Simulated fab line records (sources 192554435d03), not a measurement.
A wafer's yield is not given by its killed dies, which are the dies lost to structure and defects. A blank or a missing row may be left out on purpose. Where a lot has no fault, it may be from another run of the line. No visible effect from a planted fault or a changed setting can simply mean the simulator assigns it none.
Chamber matching || flow n5-finfet || N5_ILD0_CMP_12 on cmp-02 has 4 sister chambers
The step polishes SiNx, stops on poly-Si, t overpolish 6 s, target thk 17.67 nm. 14 wafers are shown with their chamber, then 6 later ones without.

## EACH WAFER AND ITS CHAMBER
{"wafer": "L076.1", "chamber": 1, "motor-current-A (A)": 10.2, "time-to-endpoint-s (s)": 33.8, "edge-zone-pressure-frac": 0.995}
{"wafer": "L076.2", "chamber": 3, "motor-current-A (A)": 9.1, "time-to-endpoint-s (s)": 28.5, "edge-zone-pressure-frac": 0.994}
{"wafer": "L076.3", "chamber": 0, "motor-current-A (A)": 8.7, "time-to-endpoint-s (s)": 29.3, "edge-zone-pressure-frac": 1.011}
{"wafer": "L079.1", "chamber": 1, "motor-current-A (A)": 9.9, "time-to-endpoint-s (s)": 26.6, "edge-zone-pressure-frac": 0.998}
{"wafer": "L079.4", "chamber": 3, "motor-current-A (A)": 8.8, "time-to-endpoint-s (s)": 27.2, "edge-zone-pressure-frac": 1.001}
{"wafer": "L081.2", "chamber": 1, "motor-current-A (A)": 10.2, "time-to-endpoint-s (s)": 31.5, "edge-zone-pressure-frac": 0.994}
{"wafer": "L081.3", "chamber": 0, "motor-current-A (A)": 8.4, "time-to-endpoint-s (s)": 28.2, "edge-zone-pressure-frac": 1.000}
{"wafer": "L081.4", "chamber": 2, "motor-current-A (A)": 8.5, "time-to-endpoint-s (s)": 25.4, "edge-zone-pressure-frac": 0.994}
{"wafer": "L084.1", "chamber": 1, "motor-current-A (A)": 10.1, "time-to-endpoint-s (s)": 31.1, "edge-zone-pressure-frac": 0.999}
{"wafer": "L089.1", "chamber": 3, "motor-current-A (A)": 8.9, "time-to-endpoint-s (s)": 27.3, "edge-zone-pressure-frac": 1.000}
{"wafer": "L089.3", "chamber": 0, "motor-current-A (A)": 8.5, "time-to-endpoint-s (s)": 27.9, "edge-zone-pressure-frac": 1.001}
{"wafer": "L091.1", "chamber": 2, "motor-current-A (A)": 8.7, "time-to-endpoint-s (s)": 23.3, "edge-zone-pressure-frac": 0.996}
{"wafer": "L091.3", "chamber": 3, "motor-current-A (A)": 9.2, "time-to-endpoint-s (s)": 25.9, "edge-zone-pressure-frac": 0.996}
{"wafer": "L092.1", "chamber": 1, "motor-current-A (A)": 9.7, "time-to-endpoint-s (s)": 29.0, "edge-zone-pressure-frac": 0.991}

SIGNATURES, as means of the wafers listed above
{"reading": "motor-current-A", "chamber 0": 8.533, "chamber 1": 10.020, "chamber 2": 8.600, "chamber 3": 9.000, "scatter within a chamber": 0.188}
{"reading": "time-to-endpoint-s", "chamber 0": 28.467, "chamber 1": 30.400, "chamber 2": 24.350, "chamber 3": 27.225, "scatter within a chamber": 1.91}
{"reading": "edge-zone-pressure-frac", "chamber 0": 1.00400, "chamber 1": 0.99540, "chamber 2": 0.99500, "chamber 3": 0.99775, "scatter within a chamber": 0.00387}
Rule: distance of a wafer from a chamber = root of the sum over the readings of ((wafer's reading minus chamber's mean) / reading's scatter) squared. The wafer belongs to the nearest chamber; if the next one is less than 2 further off, it can't be placed. The scatter is the square root of a quotient: the sum, over the shown wafers, of each reading's squared deviation from its chamber's mean, divided by wafers minus chambers.

## WAFERS MISSING THEIR CHAMBER
{"wafer": "L092.2", "motor-current-A (A)": 8.7, "time-to-endpoint-s (s)": 24.4, "edge-zone-pressure-frac": 0.988}
{"wafer": "L094.1", "motor-current-A (A)": 9.1, "time-to-endpoint-s (s)": 29.6, "edge-zone-pressure-frac": 1.002}
{"wafer": "L096.1", "motor-current-A (A)": 8.4, "time-to-endpoint-s (s)": 28.6, "edge-zone-pressure-frac": 0.999}
{"wafer": "L096.2", "motor-current-A (A)": 8.3, "time-to-endpoint-s (s)": 24.5, "edge-zone-pressure-frac": 1.001}
{"wafer": "L097.2", "motor-current-A (A)": 9.5, "time-to-endpoint-s (s)": 28.5, "edge-zone-pressure-frac": 0.993}
{"wafer": "L097.3", "motor-current-A (A)": 8.4, "time-to-endpoint-s (s)": 25.2, "edge-zone-pressure-frac": 0.997}

## WHICH CHAMBER EACH WENT THROUGH
{"wafer": "L092.2", "from the rows above": "can't be placed: 2 or 3", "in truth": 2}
{"wafer": "L094.1", "from the rows above": "can't be placed: 3 or 0", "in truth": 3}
{"wafer": "L096.1", "from the rows above": "can't be placed: 0 or 2 or 3", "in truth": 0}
{"wafer": "L096.2", "from the rows above": "can't be placed: 2 or 0 or 3", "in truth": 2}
{"wafer": "L097.2", "from the rows above": "can't be placed: 3 or 1", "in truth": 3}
{"wafer": "L097.3", "from the rows above": "can't be placed: 2 or 0", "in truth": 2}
Correct placement for 0 of the 6. Can't be placed from these rows: 6 (the true chamber is among the candidates in 6). Number placed wrongly: 0.
